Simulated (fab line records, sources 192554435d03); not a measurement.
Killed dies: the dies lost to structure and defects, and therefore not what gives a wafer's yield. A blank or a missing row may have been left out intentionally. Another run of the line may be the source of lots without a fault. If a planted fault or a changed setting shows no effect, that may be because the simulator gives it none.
Which tool is to blame? | flow n5-finfet | 39 wafers from 14 lots sampled at 2 of the route's 1938 steps

WHAT THE GAUGES READ, wafer by wafer
N5_BEOL_M15_THK_MEAS_01. Usual: M15_ILD_THK 1622 nm, standard deviation 24.
lot  | measured     | on            | M15_ILD_THK (nm) | flag
L814 | day 11 15:50 | film-metro-02 | 1627 1645 1616   |
L816 | day 11 18:56 | film-metro-02 | 1602 1641 1643   |
L813 | day 12 05:33 | film-metro-01 | 1623 1610 1639   |
L818 | day 12 11:30 | film-metro-01 | 1619 1620        |
L817 | day 12 16:31 | film-metro-02 | 1650 1626 1619   |
L819 | day 12 17:19 | film-metro-01 | 1604 1618 1638   |
L820 | day 12 21:07 | film-metro-01 | 1607 1628 1622   |
L823 | day 13 22:00 | film-metro-02 | 1615 1644 1636   |
L822 | day 13 22:16 | film-metro-02 | 1648 1644 1652   |
L824 | day 14 11:34 | film-metro-02 | 1617 1669        |
L828 | day 15 01:22 | film-metro-02 | 1611 1654 1633   |
L827 | day 15 01:35 | film-metro-02 | 1631 1614 1560   |
L830 | day 15 04:37 | film-metro-01 | 1611 1626 1636   |
L836 | day 17 02:28 | film-metro-01 | 1610 1581        |

N5_BEOL_M15_INSPECT_12: inspects for defects (macro). Usual: raw-defect-count at 1.9, with a standard deviation of 1.3.
lot  | measured     | on                | raw-defect-count | flag
L814 | day 11 16:19 | defect-inspect-01 | 1 2 1            |
L816 | day 11 19:17 | defect-inspect-02 | 6 2 0            |
L813 | day 12 06:02 | defect-inspect-02 | 0 2 1            |
L818 | day 12 11:59 | defect-inspect-02 | 2 0              |
L817 | day 12 16:59 | defect-inspect-02 | 1 3 1            |
L819 | day 12 17:41 | defect-inspect-02 | 4 2 0            |
L820 | day 12 21:28 | defect-inspect-02 | 3 2 4            |
L823 | day 13 22:21 | defect-inspect-01 | 1 1 0            |
L822 | day 13 22:45 | defect-inspect-02 | 1 1 2            |
L824 | day 14 11:55 | defect-inspect-01 | 2 3              |
L828 | day 15 01:50 | defect-inspect-01 | 0 0 1            |
L827 | day 15 02:05 | defect-inspect-02 | 3 4 2            |
L830 | day 15 04:58 | defect-inspect-02 | 1 2 1            |
L836 | day 17 02:50 | defect-inspect-01 | 2 2              |

EACH LOT AND THE TOOL THAT RAN IT (in order: tool; ch and the chambers of the sampled wafers; start)
Record: no process step prior to these readings.

AS READ BY THE TOOLS THEMSELVES (means over the sampled wafers that have a number; for cases with no such wafer, the mark the record gives instead)
The record holds no such reading with a usual standard deviation.

THE ANSWER, worked out from the rows above alone
Rule: a lot counts as off when the mean over its wafers that have a number is more than 3 standard deviations away from the usual mean. A lot without any number at a reading at which 4 lots or more have one is off too. Where the step has rows for the other lots, those lots are counted as sound. After the gauges, taken in route order, come the tools' own readings; for these a lot's mean is taken, as printed above. At the first step where some lot is off, the reading lying furthest off is the one used; lots without a number count as furthest.
Across all readings shown, no lot is off: no conclusion can be drawn from this.

WHAT HAD BEEN PUT IN BY THE SIMULATOR
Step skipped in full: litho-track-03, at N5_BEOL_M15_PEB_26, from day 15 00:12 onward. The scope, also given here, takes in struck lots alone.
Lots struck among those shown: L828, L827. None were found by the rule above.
